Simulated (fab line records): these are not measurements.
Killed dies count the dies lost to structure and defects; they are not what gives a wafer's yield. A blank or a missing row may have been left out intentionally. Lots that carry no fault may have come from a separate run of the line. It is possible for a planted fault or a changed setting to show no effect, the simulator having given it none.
Tool commonality check | flow nand-harc | 2 lots, 6 wafers sampled

## THE REASON FOR OPENING IT
At NHARC_END_SORT_01 the reading killed-at-other is flagged on 2 of 2 lots. Fault-free wafers read 1.1, with a standard deviation of 1.2.
Rule: a lot is flagged in two cases, either no wafer of it has a number, or all its wafers with numbers fall more than 4 standard deviations from that mean. The rest of the lots are taken to be sound.

lot  | measured     | on        | killed-at-other, wafer by wafer | flag
L982 | day 29 21:49 | prober-01 | 29 60 75                        | FLAGGED
L983 | day 30 17:01 | prober-01 | 32 49 43                        | FLAGGED
Average over the flagged lots: 48.0; offset from the usual +46.9, equal to +39 standard deviations.

## LOT BY LOT: THE TOOL USED
Before the reading, the record contains 3 process steps out of a 1302-step route. In each cell: the tool, then ch and the chambers that the sampled wafers went through, then the start.
lot  | flag    | NHARC_A_BONDPAD_PVD_17                  | NHARC_HYBRID_BOND_PRECLEAN_01       | NHARC_THIN_TSV_DESCUM_14
L982 | FLAGGED | pvd-sputter-01, day 28 13:50 or earlier | wet-bench-10 ch 4,6,7, day 28 14:18 | rie-diel-10 ch 0,1,2, day 29 02:55
L983 | FLAGGED | pvd-sputter-03, day 29 05:27 or earlier | wet-bench-10 ch 1,4,5, day 29 05:53 | rie-diel-09 ch 0,3, day 29 20:33
These steps, and what they do:
- NHARC_A_BONDPAD_PVD_17: deposits TaN, target thk 5 nm, time 8.06 s.
- NHARC_HYBRID_BOND_PRECLEAN_01: cleans in DIW, time 300 s.
- NHARC_THIN_TSV_DESCUM_14: chemistry O2, time 3 s.
- NHARC_END_SORT_01

## FLAGGED OVER TOTAL, TOOL BY TOOL (the gauges that took the reading come last)
step                          | tool           | lots run | flagged | share of the flagged lots | sound lots run after its first flagged lot
NHARC_A_BONDPAD_PVD_17        | pvd-sputter-01 | 1        | 1       | some                      | 0
NHARC_A_BONDPAD_PVD_17        | pvd-sputter-03 | 1        | 1       | some                      | 0
NHARC_HYBRID_BOND_PRECLEAN_01 | wet-bench-10   | 2        | 2       | all                       | 0
NHARC_THIN_TSV_DESCUM_14      | rie-diel-09    | 1        | 1       | some                      | 0
NHARC_THIN_TSV_DESCUM_14      | rie-diel-10    | 1        | 1       | some                      | 0
NHARC_END_SORT_01             | prober-01      | 2        | 2       | all                       | 0
Because NHARC_A_BONDPAD_PVD_17 lacks a start for some lots, the hours and order of its lots are taken from NHARC_A_BONDPAD_THK_MEAS_20.

## THE TABLE: WHAT IT ALLOWS
wet-bench-10 at NHARC_HYBRID_BOND_PRECLEAN_01 and prober-01 at NHARC_END_SORT_01 are the 2 rows of the table that ran each flagged lot.
- wet-bench-10 at NHARC_HYBRID_BOND_PRECLEAN_01: 2 of its 2 lots flagged. Because this sample shows no sound lot run on it before its first flagged lot, the start cannot be pinned down more closely.
- prober-01 at NHARC_END_SORT_01: 2 of its 2 lots flagged. Because this sample shows no sound lot run on it before its first flagged lot, the start cannot be pinned down more closely.
Because each of these 2 tools fits a fault that began at some hour, counting lots does not separate them. More lots, or a look at what each step does to the wafer, might.

## WHAT THE SIMULATOR HAD INSERTED
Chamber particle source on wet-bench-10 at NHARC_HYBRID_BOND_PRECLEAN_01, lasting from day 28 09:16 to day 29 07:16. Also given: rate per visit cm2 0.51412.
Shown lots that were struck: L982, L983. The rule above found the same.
